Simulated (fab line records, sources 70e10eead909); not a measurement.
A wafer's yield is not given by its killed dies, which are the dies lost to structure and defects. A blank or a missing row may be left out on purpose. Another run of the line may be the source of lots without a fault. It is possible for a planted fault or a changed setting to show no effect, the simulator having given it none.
fab line records | flow nandHarc | part 1 of 2: steps 1 to 14 of 15
record: lots: 7 | wafers: 21 | lastDay: 25
route steps=1159 shown A_CHANNEL_HOLE_D1@456 END@1159
lots untouched by any fault: they come from a run of this same line in which no faults occurred
startH: hours from the record's opening day to when the first of the lot's shown wafers began | waitH: time in hours since the lot's previous step | " unchanged from the row above | L1.1+2: a row that stands for several wafers | - no value present, or no start provided | * or withheld: withheld | < > ~ a bound
route shown NAME@n: NAME is a module with steps in the file, n the number in the route of the first one | usual: mean/standard deviation of fault-free wafers | same: alike in all rows | chamber/n: place in a boat | sites: readings site by site | _std_site: how widely they spread, as a standard deviation | _edge_site: inner sites' mean taken away from outer sites' mean | radiusMm: for every site, how far away it sits from the centre of the wafer | mask NAME#n: copy n | behind: the tool/chamber that last shaped the wafer | hold: cause of the lot's hold/its duration in hours/its outcome | device: the n, p or np transistor that did not switch | end of line: the route-end tests of the same wafers | where a step has no rows: the recipe by itself | killed: not the wafer's yield, but the dies lost to structure and defects at the first sort | map: shows each die of a wafer: x if killed, . if not, _ if none is there
set.NAME: the setting the step ran with; set.NAME@STEP: the setting that earlier step ran with | model.NAME: the simulator's own value behind a step, which no gauge read
lots at some steps of the route; a table a step, a row a wafer
services: from which hour (startH, from the record's first day; less than 0 if before it) a tool's chamber was out of use, for how many hours, and why
== steps ==
step: NHARC_A_CHANNEL_HOLE_D1_COAT_04
recipe: spinRpm: 1500 | resistThkNm: 90
step: NHARC_A_CHANNEL_HOLE_D1_SOFTBAKE_05
recipe: tempC: 105 | timeS: 55
step: NHARC_A_CHANNEL_HOLE_D1_EBR_06
step: NHARC_A_CHANNEL_HOLE_D1_EXPOSE_07
recipe: na: 1.35 | targetCdNm: 100 | sigmaOuter: 0.3 | doseMj: 59.65 | maskId: HOLE_D1
step: NHARC_A_CHANNEL_HOLE_D1_PEB_08
recipe: pebTempC: 100 | pebTimeS: 65
step: NHARC_A_CHANNEL_HOLE_D1_DEVELOP_09
recipe: developTimeS: 35 | devTempC: 23
step: NHARC_A_CHANNEL_HOLE_D1_CD_MEAS_10
recipe: targetCdNm: 100 | landingEnergyEv: 500
usual: cdNm: 100.3/0.86
lot.wafer | tool     | chamber | startH | waitH | cdNm
L635.1    | cdSem-01 | 0       | 220.25 | -     | 99.2
L635.2    | "        | 0       | "      | "     | 100.4
L635.3    | "        | 0       | "      | "     | 99.9
L637.2    | cdSem-01 | 0       | 220.85 | -     | 99.5
L637.3    | "        | 0       | "      | "     | 99.6
L637.6    | "        | 0       | "      | "     | 100.6
L636.1    | cdSem-03 | 0       | 221.38 | -     | 99.4
L636.2    | "        | 0       | "      | "     | 99.6
L636.5    | "        | 0       | "      | "     | 100.9
L643.1    | cdSem-03 | 0       | 261.39 | -     | 99.7
L643.3    | "        | 0       | "      | "     | 100.7
L643.6    | "        | 0       | "      | "     | 101.5
L644.2    | cdSem-01 | 0       | 270.05 | -     | 99.4
L644.5    | "        | 0       | "      | "     | 98.8
L644.6    | "        | 0       | "      | "     | 100.0
L645.1    | cdSem-02 | 0       | 276.03 | -     | 100.2
L645.2    | "        | 0       | "      | "     | 98.7
L645.4    | "        | 0       | "      | "     | 99.1
L651.3    | cdSem-02 | 0       | 315.22 | -     | 98.9
L651.5    | "        | 0       | "      | "     | 99.1
L651.6    | "        | 0       | "      | "     | 100.0
step: NHARC_A_CHANNEL_HOLE_D1_OVL_MEAS_11
usual: overlayXNm: -0.2/0.73 | overlayYNm: 0.0/0.87
lot.wafer | tool       | chamber | startH | waitH | overlayXNm | overlayYNm
L635.1    | overlay-02 | -       | 220.34 | -     | -0.8       | -0.8
L635.2    | "          | -       | "      | "     | -0.9       | -0.2
L635.3    | "          | -       | "      | "     | -1.1       | 0.0
L637.2    | overlay-02 | -       | 220.94 | -     | -0.6       | -0.7
L637.3    | "          | -       | "      | "     | -0.7       | -0.6
L637.6    | "          | -       | "      | "     | -0.9       | -0.9
L636.1    | overlay-02 | -       | 221.47 | -     | -0.5       | -0.8
L636.2    | "          | -       | "      | "     | -0.7       | -1.1
L636.5    | "          | -       | "      | "     | -0.1       | -1.3
L643.1    | overlay-01 | -       | 261.48 | -     | 0.7        | 1.1
L643.3    | "          | -       | "      | "     | 0.1        | 0.5
L643.6    | "          | -       | "      | "     | 0.1        | 0.5
L644.2    | overlay-01 | -       | 270.14 | -     | -0.2       | 0.2
L644.5    | "          | -       | "      | "     | -0.8       | 0.1
L644.6    | "          | -       | "      | "     | -0.2       | 0.5
L645.1    | overlay-01 | -       | 276.12 | -     | -0.6       | 1.1
L645.2    | "          | -       | "      | "     | -0.7       | 1.4
L645.4    | "          | -       | "      | "     | -0.6       | 0.9
L651.3    | overlay-02 | -       | 315.30 | -     | -0.9       | 0.6
L651.5    | "          | -       | "      | "     | -0.3       | 0.4
L651.6    | "          | -       | "      | "     | 0.0        | 0.6
step: NHARC_A_CHANNEL_HOLE_D1_INSPECT_12
usual: rawDefectCount: 5.3/2.8
lot.wafer | tool             | chamber | startH | waitH | rawDefectCount
L635.1    | defectInspect-01 | -       | 220.38 | 0.0   | 10
L635.2    | "                | -       | "      | "     | 6
L635.3    | "                | -       | "      | "     | 8
L637.2    | defectInspect-02 | -       | 220.97 | 0.0   | 1
L637.3    | "                | -       | "      | "     | 3
L637.6    | "                | -       | "      | "     | 6
L636.1    | defectInspect-01 | -       | 221.51 | 0.0   | 6
L636.2    | "                | -       | "      | "     | 3
L636.5    | "                | -       | "      | "     | 2
L643.1    | defectInspect-01 | -       | 261.52 | 0.0   | 1
L643.3    | "                | -       | "      | "     | 3
L643.6    | "                | -       | "      | "     | 3
L644.2    | defectInspect-02 | -       | 270.17 | 0.0   | 5
L644.5    | "                | -       | "      | "     | 3
L644.6    | "                | -       | "      | "     | 5
L645.1    | defectInspect-02 | -       | 276.15 | 0.0   | 4
L645.2    | "                | -       | "      | "     | 11
L645.4    | "                | -       | "      | "     | 3
L651.3    | defectInspect-01 | -       | 315.34 | 0.0   | 2
L651.5    | "                | -       | "      | "     | 3
L651.6    | "                | -       | "      | "     | 3
step: NHARC_A_CHANNEL_HOLE_D1_DESCUM_15
recipe: timeS: 3 | o2FlowSccm: 200 | arFlowSccm: 0 | biasPowerW: 0 | chemistry: O2
usual: drypumpMotorCurrentA: 5.6/0.46 | oesProductAu: 0.998/0.013 | rfVppV: 57.6/0.95 | showerheadPlenumPTorr: 1.88/0.094 | throttleValvePct: 11.311/0.0092
lot.wafer | tool       | chamber | startH | waitH | drypumpMotorCurrentA | oesProductAu | rfHoursCounterH | rfVppV | showerheadPlenumPTorr | throttleValvePct
L635.1    | rieDiel-02 | 2       | 220.44 | 0.1   | 6.5                  | 1.011        | 3               | 58.2   | 1.83                  | 11.317
L635.2    | "          | 3       | "      | "     | 5.1                  | 0.997        | 3               | 58.5   | 1.79                  | 11.304
L635.3    | "          | 0       | "      | "     | 5.7                  | 0.993        | 3               | 56.6   | 1.79                  | 11.315
L637.3    | rieDiel-07 | 2       | 221.03 | 0.1   | 6.5                  | 1.019        | 13              | 57.4   | 1.86                  | 11.316
L637.2    | "          | 3       | "      | "     | 5.5                  | 0.996        | 13              | 57.6   | 2.03                  | 11.304
L637.6    | "          | 0       | "      | "     | 5.7                  | 1.001        | -               | 57.4   | 1.93                  | 11.319
L636.2    | rieDiel-09 | 3       | 221.57 | 0.1   | 5.2                  | 1.029        | 7               | 60.4   | 2.03                  | 11.312
L636.1    | "          | 1       | "      | "     | 5.2                  | 0.997        | 9               | 57.1   | 2.01                  | 11.311
L636.5    | "          | 0       | "      | "     | 5.2                  | 0.988        | -               | 57.0   | 1.84                  | 11.316
L643.3    | rieDiel-02 | 1       | 261.58 | 0.1   | 5.2                  | 1.001        | 3               | 58.2   | 1.79                  | 11.304
L643.1    | "          | 2       | "      | "     | 6.4                  | 1.000        | 6               | 56.1   | 1.83                  | 11.308
L643.6    | "          | 1       | "      | "     | 5.2                  | 0.998        | -               | 56.1   | 1.79                  | 11.300
L644.2    | rieDiel-02 | 1       | 270.25 | 0.1   | 5.2                  | 0.982        | 4               | 55.5   | 1.79                  | 11.325
L644.6    | "          | 3       | "      | "     | 5.1                  | 0.986        | -               | 58.3   | 1.79                  | 11.314
L644.5    | "          | 0       | "      | "     | 5.7                  | 0.984        | -               | 56.1   | 1.79                  | 11.319
L645.4    | rieDiel-02 | 3       | 276.21 | 0.1   | 5.1                  | 0.988        | 7               | 56.1   | 1.79                  | 11.319
L645.2    | "          | 0       | "      | "     | 5.7                  | 0.992        | 7               | 57.5   | 1.79                  | 11.307
L645.1    | "          | 1       | "      | "     | 5.2                  | 1.007        | 5               | 56.0   | 1.79                  | 11.318
L651.3    | rieDiel-07 | 0       | 315.42 | 0.1   | 5.7                  | 0.970        | 6               | 57.9   | 1.93                  | 11.306
L651.6    | "          | 2       | "      | "     | 6.5                  | 1.015        | -               | 57.8   | 1.86                  | 11.301
L651.5    | "          | 3       | "      | "     | 5.5                  | 0.969        | -               | 58.9   | 2.03                  | 11.321
step: NHARC_A_CHANNEL_HOLE_D1_ETCH_38
recipe: targetDepthA: 390 | overEtchFrac: 0.3 | timeS: 65 | ionEnergyEv: 80 | cf4FlowSccm: 150 | arFlowSccm: 0 | rfW: 300 | biasW: 100 | chemistry: CF4
usual: biasW: 99.99/0.28 | cf4FlowSccm: 150.0/0.42 | drypumpMotorCurrentA: 5.5/0.45 | oesProductAu: 0.998/0.015 | rfVppV: 151.0/1.3 | showerheadPlenumPTorr: 1.74/0.081 | throttleValvePct: 13.284/0.0095
lot.wafer | tool       | chamber | startH | waitH | biasW  | cf4FlowSccm | drypumpMotorCurrentA | oesProductAu | rfHoursCounterH | rfVppV | showerheadPlenumPTorr | throttleValvePct
L635.2    | rieDiel-02 | 3       | 220.54 | 0.1   | 100.26 | 150.3       | 5.1                  | 0.989        | 3               | 151.4  | 1.66                  | 13.268
L635.1    | "          | 0       | "      | "     | 99.64  | 149.4       | 5.7                  | 1.000        | 3               | 149.7  | 1.67                  | 13.275
L635.3    | "          | 2       | "      | "     | 99.68  | 150.2       | 6.5                  | 1.011        | 3               | 149.4  | 1.70                  | 13.269
L637.3    | rieDiel-07 | 2       | 221.14 | 0.1   | 99.46  | 149.9       | 6.5                  | 1.029        | 13              | 151.0  | 1.73                  | 13.285
L637.2    | "          | 3       | "      | "     | 99.96  | 150.3       | 5.5                  | 1.003        | 13              | 152.3  | 1.87                  | 13.283
L637.6    | "          | 2       | "      | "     | 99.01  | 150.2       | 6.5                  | 1.020        | -               | 150.6  | 1.73                  | 13.295
L636.1    | rieDiel-09 | 3       | 221.65 | 0.1   | 100.23 | 149.9       | 5.2                  | 1.024        | 7               | 153.0  | 1.87                  | 13.276
L636.2    | "          | 2       | "      | "     | 100.16 | 150.5       | 5.9                  | 0.997        | 9               | 152.4  | 1.85                  | 13.285
L636.5    | "          | 0       | "      | "     | 100.67 | 150.3       | 5.2                  | 1.000        | -               | 150.6  | 1.71                  | 13.281
L643.1    | rieDiel-02 | 3       | 261.67 | 0.1   | 100.07 | 150.5       | 5.1                  | 0.978        | 6               | 150.4  | 1.66                  | 13.300
L643.3    | "          | 1       | "      | "     | 100.27 | 149.6       | 5.2                  | 0.983        | 3               | 149.3  | 1.67                  | 13.305
L643.6    | "          | 3       | "      | "     | 100.10 | 149.7       | 5.1                  | 0.981        | -               | 151.3  | 1.66                  | 13.282
L644.2    | rieDiel-02 | 3       | 270.32 | 0.1   | 100.40 | 149.9       | 5.1                  | 0.986        | 7               | 148.0  | 1.66                  | 13.283
L644.5    | "          | 3       | "      | "     | 100.23 | 150.1       | 5.1                  | 0.989        | -               | 148.7  | 1.66                  | 13.295
L644.6    | "          | 0       | "      | "     | 99.67  | 149.5       | 5.7                  | 0.989        | -               | 150.2  | 1.66                  | 13.292
L645.2    | rieDiel-02 | 2       | 276.30 | 0.1   | 99.82  | 149.8       | 6.5                  | 1.002        | 7               | 150.4  | 1.69                  | 13.269
L645.1    | "          | 3       | "      | "     | 100.14 | 149.5       | 5.1                  | 0.986        | 7               | 149.4  | 1.66                  | 13.288
L645.4    | "          | 0       | "      | "     | 100.20 | 149.5       | 5.7                  | 0.994        | 7               | 150.6  | 1.66                  | 13.291
L651.3    | rieDiel-07 | 1       | 315.49 | 0.1   | 100.00 | 150.5       | 5.5                  | 0.992        | 5               | 150.9  | 1.76                  | 13.289
L651.6    | "          | 0       | "      | "     | 99.94  | 150.5       | 5.7                  | 0.964        | -               | 151.6  | 1.78                  | 13.278
L651.5    | "          | 1       | "      | "     | 99.69  | 150.1       | 5.5                  | 1.003        | -               | 150.4  | 1.76                  | 13.279
step: NHARC_A_CHANNEL_HOLE_D1_ETCH_39
recipe: targetDepthA: 2600 | overEtchFrac: 0.3 | timeS: 325 | ionEnergyEv: 200 | n2FlowSccm: 150 | h2FlowSccm: 150 | arFlowSccm: 0 | rfW: 400 | biasW: 150 | chemistry: N2/H2
usual: biasW: 150.0/0.42 | chamberPressureMTorr: 29.998/0.027 | drypumpMotorCurrentA: 5.6/0.47 | oesProductAu: 0.998/0.015 | rfVppV: 429.5/2.9 | showerheadPlenumPTorr: 2.01/0.1 | throttleValvePct: 14.171/0.0085
lot.wafer | tool       | chamber | startH | waitH | biasW | chamberPressureMTorr | drypumpMotorCurrentA | oesProductAu | rfHoursCounterH | rfVppV | showerheadPlenumPTorr | throttleValvePct
L635.2    | rieDiel-02 | 2       | -      | -     | 149.3 | 29.961               | 6.4                  | 1.001        | 3               | 428.3  | 1.95                  | 14.172
L635.1    | "          | 3       | "      | "     | 149.6 | 29.987               | 5.1                  | 0.994        | 3               | 426.2  | 1.90                  | 14.172
L635.3    | "          | 0       | "      | "     | 150.0 | 29.971               | 5.7                  | 0.988        | 3               | 426.9  | 1.91                  | 14.174
L637.3    | rieDiel-07 | 0       | -      | -     | 149.2 | 30.007               | 5.7                  | 0.975        | 12              | 431.3  | 2.06                  | 14.176
L637.2    | "          | 2       | "      | "     | 149.4 | 29.965               | 6.5                  | 1.014        | 13              | 429.4  | 1.99                  | 14.164
L637.6    | "          | 0       | "      | "     | 149.7 | 29.948               | 5.7                  | 0.987        | -               | 431.4  | 2.06                  | 14.162
L636.1    | rieDiel-09 | 2       | -      | -     | 149.8 | 29.998               | 5.9                  | 0.992        | 9               | 432.8  | 2.14                  | 14.172
L636.2    | "          | 0       | "      | "     | 149.5 | 29.971               | 5.2                  | 0.996        | 10              | 428.4  | 1.96                  | 14.181
L636.5    | "          | 2       | "      | "     | 150.2 | 30.009               | 5.9                  | 1.002        | -               | 433.6  | 2.14                  | 14.174
L643.3    | rieDiel-02 | 2       | -      | -     | 150.4 | 29.955               | 6.5                  | 1.010        | 6               | 427.4  | 1.95                  | 14.157
L643.1    | "          | 1       | "      | "     | 150.0 | 30.013               | 5.2                  | 0.987        | 4               | 427.3  | 1.91                  | 14.162
L643.6    | "          | 3       | "      | "     | 149.8 | 30.027               | 5.1                  | 0.980        | -               | 427.1  | 1.90                  | 14.194
L644.2    | rieDiel-02 | 2       | -      | -     | 149.8 | 29.999               | 6.5                  | 1.002        | 7               | 426.6  | 1.95                  | 14.172
L644.6    | "          | 0       | "      | "     | 150.3 | 30.023               | 5.7                  | 0.989        | -               | 426.9  | 1.91                  | 14.169
L644.5    | "          | 1       | "      | "     | 149.8 | 29.986               | 5.2                  | 0.990        | -               | 426.5  | 1.91                  | 14.156
L645.4    | rieDiel-02 | 1       | -      | -     | 149.9 | 29.998               | 5.2                  | 0.988        | 5               | 428.9  | 1.91                  | 14.179
L645.2    | "          | 2       | "      | "     | 150.1 | 30.043               | 6.5                  | 1.003        | 7               | 427.4  | 1.94                  | 14.190
L645.1    | "          | 3       | "      | "     | 149.1 | 30.005               | 5.1                  | 0.986        | 7               | 426.4  | 1.90                  | 14.153
L651.3    | rieDiel-07 | 3       | -      | -     | 149.5 | 30.009               | 5.5                  | 0.981        | 6               | 434.1  | 2.16                  | 14.173
L651.5    | "          | 0       | "      | "     | 150.0 | 29.991               | 5.7                  | 0.956        | -               | 430.7  | 2.05                  | 14.176
L651.6    | "          | 1       | "      | "     | 149.8 | 29.992               | 5.5                  | 0.992        | -               | 430.9  | 2.03                  | 14.177
step: NHARC_A_CHANNEL_HOLE_D1_ETCH_34
recipe: targetDepthA: 1540 | timeS: 77 | cf4FlowSccm: 100 | chf3FlowSccm: 30 | arFlowSccm: 0 | rfW: 500 | biasW: 200 | chemistry: CF4/CHF3
usual: biasW: 200.0/0.58 | cf4FlowSccm: 100.01/0.27 | drypumpMotorCurrentA: 5.6/0.47 | oesProductAu: 0.945/0.026 | rfVppV: 369.7/2.5 | showerheadPlenumPTorr: 1.55/0.074 | throttleValvePct: 16.803/0.0088
lot.wafer | tool       | chamber | startH | waitH | biasW | cf4FlowSccm | drypumpMotorCurrentA | oesProductAu | rfHoursCounterH | rfVppV | showerheadPlenumPTorr | throttleValvePct
L635.2    | rieDiel-02 | 3       | 220.95 | -     | -     | -           | -                    | -            | -               | -      | -                     | -
L635.1    | "          | 0       | "      | "     | -     | -           | -                    | -            | -               | -      | -                     | -
L635.3    | "          | 2       | "      | "     | -     | -           | -                    | -            | -               | -      | -                     | -
L637.3    | rieDiel-07 | 2       | 221.58 | -     | -     | -           | -                    | -            | -               | -      | -                     | -
L637.2    | "          | 3       | "      | "     | -     | -           | -                    | -            | -               | -      | -                     | -
L637.6    | "          | 3       | "      | "     | -     | -           | -                    | -            | -               | -      | -                     | -
L636.1    | rieDiel-09 | 0       | 222.01 | -     | -     | -           | -                    | -            | -               | -      | -                     | -
L636.2    | "          | 1       | "      | "     | -     | -           | -                    | -            | -               | -      | -                     | -
L636.5    | "          | 2       | "      | "     | -     | -           | -                    | -            | -               | -      | -                     | -
L643.3    | rieDiel-02 | 3       | 262.03 | -     | 200.6 | 100.16      | 5.1                  | 0.945        | 6               | 366.2  | 1.48                  | 16.799
L643.1    | "          | 0       | "      | "     | 199.7 | 99.92       | 5.7                  | 0.961        | 6               | 368.1  | 1.48                  | 16.799
L643.6    | "          | 2       | "      | "     | 200.7 | 99.53       | 6.5                  | 0.961        | -               | 369.9  | 1.51                  | 16.783
L644.2    | rieDiel-02 | 3       | 270.66 | -     | 199.7 | 99.98       | 5.1                  | 0.910        | 7               | 367.0  | 1.48                  | 16.801
L644.5    | "          | 3       | "      | "     | 199.1 | 100.02      | 5.1                  | 0.910        | -               | 366.4  | 1.48                  | 16.805
L644.6    | "          | 0       | "      | "     | 200.1 | 100.51      | 5.7                  | 0.919        | -               | 366.6  | 1.48                  | 16.808
L645.1    | rieDiel-02 | 0       | 276.67 | -     | 200.0 | 100.04      | 5.7                  | 0.944        | 7               | 367.5  | 1.48                  | 16.786
L645.4    | "          | 1       | "      | "     | 199.4 | 100.01      | 5.2                  | 0.967        | 5               | 366.7  | 1.48                  | 16.802
L645.2    | "          | 3       | "      | "     | 200.2 | 100.12      | 5.1                  | 0.947        | 7               | 366.8  | 1.48                  | 16.800
L651.3    | rieDiel-07 | 2       | 315.84 | -     | 199.6 | 100.40      | 6.5                  | 0.946        | 5               | 368.7  | 1.53                  | 16.820
L651.6    | "          | 1       | "      | "     | 199.9 | 99.64       | 5.5                  | 0.955        | -               | 370.3  | 1.56                  | 16.810
L651.5    | "          | 2       | "      | "     | 199.6 | 100.22      | 6.5                  | 0.952        | -               | 368.9  | 1.53                  | 16.783
step: NHARC_A_CHANNEL_HOLE_D1_ETCH_16
recipe: targetDepthA: 31000 | overEtchFrac: 0.3 | timeS: 806 | ionEnergyEv: 150 | o2FlowSccm: 400 | cosFlowSccm: 20 | arFlowSccm: 0 | rfW: 500 | biasW: 300 | chemistry: O2/COS
usual: biasW: 300.0/1 | chamberPressureMTorr: 19.999/0.019 | drypumpMotorCurrentA: 5.6/0.48 | oesProductAu: 0.998/0.015 | rfVppV: 313.4/2.3 | showerheadPlenumPTorr: 3.08/0.15 | throttleValvePct: 28.329/0.0098
lot.wafer | tool       | chamber | startH | waitH | biasW | chamberPressureMTorr | drypumpMotorCurrentA | oesProductAu | rfHoursCounterH | rfVppV | showerheadPlenumPTorr | throttleValvePct
L635.1    | rieDiel-02 | 2       | -      | -     | 299.7 | 20.002               | 6.5                  | 0.991        | 3               | 312.4  | 2.99                  | 28.316
L635.3    | "          | 3       | "      | "     | 301.2 | 20.012               | 5.1                  | 0.985        | 3               | 311.5  | 2.93                  | 28.327
L635.2    | "          | 0       | "      | "     | 301.1 | 20.003               | 5.7                  | 0.991        | 3               | 312.7  | 2.94                  | 28.318
L637.2    | rieDiel-07 | 3       | -      | -     | 299.8 | 20.010               | 5.5                  | 0.998        | 14              | 318.4  | 3.30                  | 28.318
L637.3    | "          | 0       | "      | "     | 300.0 | 19.991               | 5.7                  | 0.996        | 12              | 314.0  | 3.14                  | 28.331
L637.6    | "          | 3       | "      | "     | 300.2 | 19.976               | 5.5                  | 0.994        | -               | 316.6  | 3.30                  | 28.325
L636.2    | rieDiel-09 | 3       | -      | -     | 300.3 | 19.987               | 5.2                  | 1.032        | 7               | 315.9  | 3.30                  | 28.316
L636.1    | "          | 1       | "      | "     | 299.8 | 20.005               | 5.2                  | 1.014        | 9               | 316.7  | 3.27                  | 28.321
L636.5    | "          | 3       | "      | "     | 300.4 | 19.994               | 5.2                  | 1.030        | -               | 317.3  | 3.30                  | 28.332
L643.1    | rieDiel-02 | 1       | -      | -     | 299.6 | 19.997               | 5.2                  | 0.981        | 4               | 310.4  | 2.94                  | 28.351
L643.3    | "          | 3       | "      | "     | 300.6 | 19.980               | 5.1                  | 0.988        | 6               | 312.1  | 2.93                  | 28.340
L643.6    | "          | 1       | "      | "     | 300.0 | 19.999               | 5.2                  | 0.982        | -               | 312.2  | 2.94                  | 28.327
L644.2    | rieDiel-02 | 0       | -      | -     | 299.5 | 19.971               | 5.7                  | 0.983        | 7               | 312.3  | 2.93                  | 28.335
L644.5    | "          | 1       | "      | "     | 301.2 | 19.992               | 5.2                  | 0.989        | -               | 311.3  | 2.94                  | 28.321
L644.6    | "          | 2       | "      | "     | 300.9 | 20.018               | 6.4                  | 0.998        | -               | 311.5  | 2.99                  | 28.346
L645.1    | rieDiel-02 | 2       | -      | -     | 300.7 | 20.024               | 6.4                  | 1.001        | 8               | 310.7  | 2.99                  | 28.345
L645.4    | "          | 0       | "      | "     | 297.8 | 19.976               | 5.7                  | 0.990        | 8               | 310.8  | 2.93                  | 28.317
L645.2    | "          | 1       | "      | "     | 299.0 | 20.008               | 5.2                  | 0.991        | 5               | 313.0  | 2.94                  | 28.329
L651.3    | rieDiel-07 | 3       | -      | -     | 300.4 | 19.991               | 5.5                  | 0.986        | 6               | 316.2  | 3.30                  | 28.317
L651.5    | "          | 1       | "      | "     | 301.3 | 20.024               | 5.6                  | 1.005        | -               | 314.5  | 3.10                  | 28.327
L651.6    | "          | 2       | "      | "     | 300.3 | 19.968               | 6.5                  | 1.007        | -               | 312.9  | 3.04                  | 28.329
== key ==
firstSign: step: NHARC_A_CHANNEL_HOLE_D1_ETCH_34 | reading: toolRecord | direction: missing
effect: step: NHARC_END_SORT_01 | reading: killedAtArray | direction: up | sigmas: 67 | usual: 26 | struck: 673
moreKillsBornAt: NHARC_A_CHANNEL_HOLE_D1_ETCH_34@rieDiel-09: 1986 | NHARC_A_CHANNEL_HOLE_D1_ETCH_34@rieDiel-02: 1972 | NHARC_A_CHANNEL_HOLE_D1_ETCH_34@rieDiel-07: 1916
metAt NHARC_A_CHANNEL_HOLE_D1_ETCH_34
struckWafers L635.1,L635.2,L635.3,L636.1,L636.2,L636.5,L637.2,L637.3,L637.6
laterRowsLeftOut L635.1,L635.2,L635.3,L636.1,L636.2,L636.5,L637.2,L637.3,L637.6
testerLeftOut L635,L636,L637
fault: kind: skippedStepWhole | tool: rieDiel-02,rieDiel-07,rieDiel-09 | chamber: - | onsetH: 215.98 | steps: NHARC_A_CHANNEL_HOLE_D1_ETCH_34 | scope: struckLotsOnly
testerLeftOut: of these lots the tester's yield and bins aren't shown, on N5 and GAA mostly nor the transistor test; their killed dies are dies lost to structure and defects alone, not to doping, threshold or leakage, so they don't give the yield
laterRowsLeftOut: the simulator's readings of these wafers behind a module that went badly wrong aren't trusted and aren't shown, but for the sort
